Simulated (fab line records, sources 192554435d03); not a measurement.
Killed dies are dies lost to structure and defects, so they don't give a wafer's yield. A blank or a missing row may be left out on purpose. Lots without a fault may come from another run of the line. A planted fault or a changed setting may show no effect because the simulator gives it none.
Chamber matching | flow n5_finfet | N5_BEOL_M1_VIA_ETCH_34 on rie_diel-03: 4 sister chambers
The step etches the open film in C4F6/O2, target depth 67.8 nm, time 64.4 s. 8 wafers are shown with their chamber, then 10 later ones without.

WAFERS WITH THEIR CHAMBER
wafer  | chamber | drypump_motor_current_A (A) | showerhead_plenum_p_Torr (Torr)
L079.1 | 2       | 4.8                         | 2.92
L083.5 | 2       | 4.8                         | 2.91
L086.5 | 0       | 5.5                         | 2.85
L087.6 | 0       | 5.5                         | 2.85
L089.1 | 3       | 5.3                         | 2.83
L089.6 | 1       | 5.5                         | 2.87
L095.1 | 3       | 5.4                         | 2.82
L095.2 | 1       | 5.4                         | 2.86

WAFERS WITHOUT THEIR CHAMBER
wafer  | drypump_motor_current_A (A) | showerhead_plenum_p_Torr (Torr)
L095.3 | 4.8                         | 2.91
L095.4 | 5.5                         | 2.84
L095.5 | 5.3                         | 2.82
L095.6 | 5.6                         | 2.84
L096.2 | 4.9                         | 2.91
L096.4 | 5.4                         | 2.82
L096.6 | 4.9                         | 2.91
L097.3 | 5.3                         | 2.82
L097.4 | 5.5                         | 2.84
L097.5 | 4.8                         | 2.91

WHICH CHAMBER EACH WENT THROUGH
wafer  | from the rows above | in truth
L095.3 | 2                   | 2
L095.4 | 0                   | 0
L095.5 | 3                   | 3
L095.6 | 0                   | 0
L096.2 | 2                   | 2
L096.4 | 3                   | 3
L096.6 | 2                   | 2
L097.3 | 3                   | 3
L097.4 | 0                   | 0
L097.5 | 2                   | 2
Placed correctly: 10 of 10. Can't be placed from these rows: 0. Placed wrongly: 0.
How it was worked out, from the rows above alone: a wafer's distance from a chamber is the root of the sum, over the readings, of the square of ((its reading less the chamber's mean) divided by the reading's scatter). The wafer belongs to the nearest chamber; if the next one is less than 2 further off, it can't be placed. A chamber's mean is the mean of its shown wafers. The scatter: the root of (the sum of the squares of (reading less its chamber's mean) over the shown wafers, divided by (wafers less chambers)).
